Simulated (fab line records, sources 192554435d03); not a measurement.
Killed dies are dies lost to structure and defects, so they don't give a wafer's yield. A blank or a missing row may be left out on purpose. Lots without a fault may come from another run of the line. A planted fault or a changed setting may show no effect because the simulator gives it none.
Which tool did it? | flow n5_finfet | 24 lots, 72 wafers sampled, at 5 steps of a route of 1938

WHAT THE GAUGES READ, wafer by wafer
N5_BEOL_M3_RS_MEAS_58: measures by four-point-probe. Usual: M3_RS 0.66 ohm/sq, standard deviation 0.031.
lot  | measured     | on            | M3_RS (ohm/sq) | flag
L074 | day 7 11:52  | film_metro-01 | 0.66 0.64 0.66 |
L075 | day 7 14:21  | film_metro-02 | 0.67 0.65 0.62 |
L076 | day 8 05:34  | film_metro-02 | 0.70 0.69 0.68 |
L077 | day 8 12:58  | film_metro-02 | 0.72 0.69 0.66 |
L079 | day 8 12:39  | film_metro-02 | 0.71 0.72 0.62 |
L078 | day 8 20:15  | film_metro-01 | 0.68 0.64 0.61 |
L080 | day 9 00:06  | film_metro-01 | 0.67 0.69 0.65 |
L081 | day 9 08:59  | film_metro-02 | 0.70 0.72 0.65 |
L082 | day 9 18:36  | film_metro-01 | 0.67 0.65 0.70 |
L083 | day 10 08:48 | film_metro-01 | 0.65 0.69 0.67 |
L084 | day 10 14:16 | film_metro-01 | 0.67 0.62 0.61 |
L085 | day 10 18:06 | film_metro-02 | 0.70 0.69 0.71 |
L086 | day 10 18:14 | film_metro-01 | 0.70 0.71 0.69 |
L087 | day 10 21:47 | film_metro-02 | 0.68 0.68 0.64 |
L088 | day 11 01:13 | film_metro-02 | 0.67 0.65 0.65 |
L090 | day 11 13:16 | film_metro-02 | 0.68 0.65 0.64 |
L089 | day 11 13:34 | film_metro-01 | 0.69 0.68 0.64 |
L091 | day 12 02:00 | film_metro-01 | 0.65 0.62 0.64 |
L092 | day 12 05:17 | film_metro-01 | 0.68 0.69 0.65 |
L094 | day 12 10:58 | film_metro-01 | 0.72 0.69 0.73 |
L093 | day 12 13:17 | film_metro-01 | 0.61 0.59 0.60 |
L095 | day 13 05:14 | film_metro-01 | 0.69 0.68 0.67 |
L096 | day 13 05:58 | film_metro-01 | 0.64 0.64 0.64 |
L097 | day 13 15:39 | film_metro-01 | 0.65 0.62 0.61 |

WHICH TOOL RAN EACH LOT (tool, then ch and the chambers of the sampled wafers, then the start)
lot  | N5_BEOL_M2_CO_CAP_55             | N5_BEOL_M3_PRE_CLEAN_45      | N5_BEOL_M3_SURFACE_TREAT_85  | N5_BEOL_M3_ANNEAL_93
L074 | cvd_co-02 ch 0,1, day 7 00:33    | pvd_sputter-03, day 7 08:05  | pvd_sputter-03, day 7 08:24  | pvd_sputter-02, day 7 10:16
L075 | cvd_co-01 ch 0,1, day 7 04:27    | pvd_sputter-03, day 7 11:00  | pvd_sputter-02, day 7 11:18  | pvd_sputter-02, day 7 12:55
L076 | cvd_co-02 ch 0,2, day 7 14:25    | pvd_sputter-03, day 8 01:35  | pvd_sputter-02, day 8 01:53  | pvd_sputter-03, day 8 03:54
L077 | cvd_co-02 ch 0,1, day 7 17:39    | pvd_sputter-03, day 8 06:44  | pvd_sputter-03, day 8 07:06  | pvd_sputter-02, day 8 11:34
L079 | cvd_co-01 ch 0,2, day 8 04:56    | pvd_sputter-01, day 8 09:17  | pvd_sputter-03, day 8 09:37  | pvd_sputter-03, day 8 11:14
L078 | cvd_co-01 ch 0,1,2, day 8 06:57  | pvd_sputter-03, day 8 16:19  | pvd_sputter-03, day 8 16:45  | pvd_sputter-03, day 8 18:50
L080 | cvd_co-02 ch 0,1,2, day 8 10:06  | pvd_sputter-02, day 8 20:30  | pvd_sputter-01, day 8 20:58  | pvd_sputter-01, day 8 22:42
L081 | cvd_co-02 ch 0,2, day 8 22:08    | pvd_sputter-01, day 9 05:34  | pvd_sputter-01, day 9 05:54  | pvd_sputter-03, day 9 07:35
L082 | cvd_co-01 ch 0,2, day 9 06:19    | pvd_sputter-01, day 9 13:29  | pvd_sputter-03, day 9 15:32  | pvd_sputter-03, day 9 17:10
L083 | cvd_co-01 ch 0,1,2, day 9 13:41  | pvd_sputter-01, day 10 04:52 | pvd_sputter-03, day 10 05:10 | pvd_sputter-01, day 10 07:19
L084 | cvd_co-02 ch 0,1, day 9 22:14    | pvd_sputter-02, day 10 10:52 | pvd_sputter-02, day 10 11:10 | pvd_sputter-01, day 10 12:50
L085 | cvd_co-01 ch 1,2, day 10 02:23   | pvd_sputter-01, day 10 14:35 | pvd_sputter-02, day 10 14:57 | pvd_sputter-03, day 10 16:41
L086 | cvd_co-01 ch 0,1,2, day 10 05:31 | pvd_sputter-03, day 10 14:37 | pvd_sputter-03, day 10 14:58 | pvd_sputter-01, day 10 16:50
L087 | cvd_co-02 ch 0,1,2, day 10 08:02 | pvd_sputter-01, day 10 18:01 | pvd_sputter-01, day 10 18:22 | pvd_sputter-01, day 10 20:22
L088 | cvd_co-01 ch 1,2, day 10 11:01   | pvd_sputter-02, day 10 21:53 | pvd_sputter-01, day 10 22:11 | pvd_sputter-03, day 10 23:49
L090 | cvd_co-02 ch 0,2, day 11 01:35   | pvd_sputter-01, day 11 08:13 | pvd_sputter-02, day 11 08:32 | pvd_sputter-02, day 11 11:51
L089 | cvd_co-02 ch 1,2, day 11 03:06   | pvd_sputter-02, day 11 08:14 | pvd_sputter-03, day 11 09:09 | pvd_sputter-01, day 11 11:51
L091 | cvd_co-01 ch 0,1,2, day 11 07:53 | pvd_sputter-01, day 11 21:52 | pvd_sputter-03, day 11 22:26 | pvd_sputter-03, day 12 00:13
L092 | cvd_co-01 ch 0,1,2, day 11 09:57 | pvd_sputter-03, day 12 01:09 | pvd_sputter-02, day 12 01:32 | pvd_sputter-02, day 12 03:22
L094 | cvd_co-02 ch 0,1,2, day 12 02:00 | pvd_sputter-01, day 12 07:34 | pvd_sputter-01, day 12 07:53 | pvd_sputter-01, day 12 09:32
L093 | cvd_co-01 ch 0,1, day 12 04:41   | pvd_sputter-02, day 12 09:50 | pvd_sputter-01, day 12 10:10 | pvd_sputter-02, day 12 11:52
L095 | cvd_co-01 ch 0,1,2, day 12 15:35 | pvd_sputter-01, day 13 01:51 | pvd_sputter-02, day 13 02:11 | pvd_sputter-02, day 13 03:49
L096 | cvd_co-02 ch 0,2, day 12 18:19   | pvd_sputter-02, day 13 02:20 | pvd_sputter-01, day 13 02:49 | pvd_sputter-01, day 13 04:31
L097 | cvd_co-01 ch 1,2, day 12 20:26   | pvd_sputter-02, day 13 12:10 | pvd_sputter-01, day 13 12:37 | pvd_sputter-02, day 13 14:14
- N5_BEOL_M2_CO_CAP_55: material Co, precursor CCTBA/H2, target thk 2 nm, time 102.1 s.
- N5_BEOL_M3_PRE_CLEAN_45: time 30 s.
- N5_BEOL_M3_SURFACE_TREAT_85
- N5_BEOL_M3_ANNEAL_93: time 240 s.

WHAT THE TOOLS THEMSELVES READ (means of the sampled wafers that have a number; where no wafer has one, the mark that the record gives instead)
N5_BEOL_M2_CO_CAP_55. Usual: heater_power_outer_w 133 W, standard deviation 14; heater_power_w 243 W, standard deviation 18.
lot  | tool      | heater_power_outer_w (W) | heater_power_w (W) | flag
L074 | cvd_co-02 | 118                      | 232                |
L075 | cvd_co-01 | 135                      | 255                |
L076 | cvd_co-02 | 143                      | 238                |
L077 | cvd_co-02 | 118                      | 236                |
L079 | cvd_co-01 | 138                      | 252                |
L078 | cvd_co-01 | 135                      | 247                |
L080 | cvd_co-02 | 130                      | 240                |
L081 | cvd_co-02 | 143                      | 238                |
L082 | cvd_co-01 | 133                      | 240                |
L083 | cvd_co-01 | 135                      | 247                |
L084 | cvd_co-02 | 117                      | 221                |
L085 | cvd_co-01 | 130                      | 242                |
L086 | cvd_co-01 | 134                      | 246                |
L087 | cvd_co-02 | 132                      | 235                |
L088 | cvd_co-01 | 131                      | 235                |
L090 | cvd_co-02 | 143                      | 241                |
L089 | cvd_co-02 | 144                      | 256                |
L091 | cvd_co-01 | 136                      | 244                |
L092 | cvd_co-01 | 138                      | 246                |
L094 | cvd_co-02 | 129                      | 238                |
L093 | cvd_co-01 | 137                      | 258                |
L095 | cvd_co-01 | 137                      | 246                |
L096 | cvd_co-02 | 127                      | 227                |
L097 | cvd_co-01 | 131                      | 240                |

N5_BEOL_M3_PRE_CLEAN_45. Usual: heater_power_w 315 W, standard deviation 30.
lot  | tool           | heater_power_w (W) | flag
L074 | pvd_sputter-03 | 286                |
L075 | pvd_sputter-03 | 299                |
L076 | pvd_sputter-03 | 302                |
L077 | pvd_sputter-03 | 315                |
L079 | pvd_sputter-01 | 318                |
L078 | pvd_sputter-03 | 315                |
L080 | pvd_sputter-02 | 348                |
L081 | pvd_sputter-01 | 293                |
L082 | pvd_sputter-01 | 309                |
L083 | pvd_sputter-01 | 312                |
L084 | pvd_sputter-02 | 306                |
L085 | pvd_sputter-01 | 296                |
L086 | pvd_sputter-03 | 297                |
L087 | pvd_sputter-01 | 319                |
L088 | pvd_sputter-02 | 355                |
L090 | pvd_sputter-01 | 304                |
L089 | pvd_sputter-02 | 345                |
L091 | pvd_sputter-01 | 302                |
L092 | pvd_sputter-03 | 305                |
L094 | pvd_sputter-01 | 318                |
L093 | pvd_sputter-02 | 303                |
L095 | pvd_sputter-01 | 307                |
L096 | pvd_sputter-02 | 360                |
L097 | pvd_sputter-02 | 324                |

N5_BEOL_M3_ANNEAL_93. Usual: heater_power_w 794 W, standard deviation 71.
lot  | tool           | heater_power_w (W) | flag
L074 | pvd_sputter-02 | 856                |
L075 | pvd_sputter-02 | 775                |
L076 | pvd_sputter-03 | 780                |
L077 | pvd_sputter-02 | 859                |
L079 | pvd_sputter-03 | 776                |
L078 | pvd_sputter-03 | 729                |
L080 | pvd_sputter-01 | 787                |
L081 | pvd_sputter-03 | 827                |
L082 | pvd_sputter-03 | 774                |
L083 | pvd_sputter-01 | 846                |
L084 | pvd_sputter-01 | 756                |
L085 | pvd_sputter-03 | 770                |
L086 | pvd_sputter-01 | 828                |
L087 | pvd_sputter-01 | 770                |
L088 | pvd_sputter-03 | 749                |
L090 | pvd_sputter-02 | 819                |
L089 | pvd_sputter-01 | 837                |
L091 | pvd_sputter-03 | 751                |
L092 | pvd_sputter-02 | 746                |
L094 | pvd_sputter-01 | 795                |
L093 | pvd_sputter-02 | 856                |
L095 | pvd_sputter-02 | 862                |
L096 | pvd_sputter-01 | 781                |
L097 | pvd_sputter-02 | 817                |

THE ANSWER, worked out from the rows above alone
Rule: a lot is off if the mean of its wafers that have a number lies more than 3 standard deviations from the usual mean. A lot without any number at a reading at which 4 lots or more have one is off too. The other lots that the step has rows for count as sound. The gauges are gone through in route order, then the tools' own readings, and for those a lot's mean is taken as printed above. The first step at which some lot is off is used, and at that step the reading that is off furthest; a lot without a number counts as furthest.
No lot is off at any reading shown: from this, nothing can be told.

WHAT THE SIMULATOR HAD PUT IN
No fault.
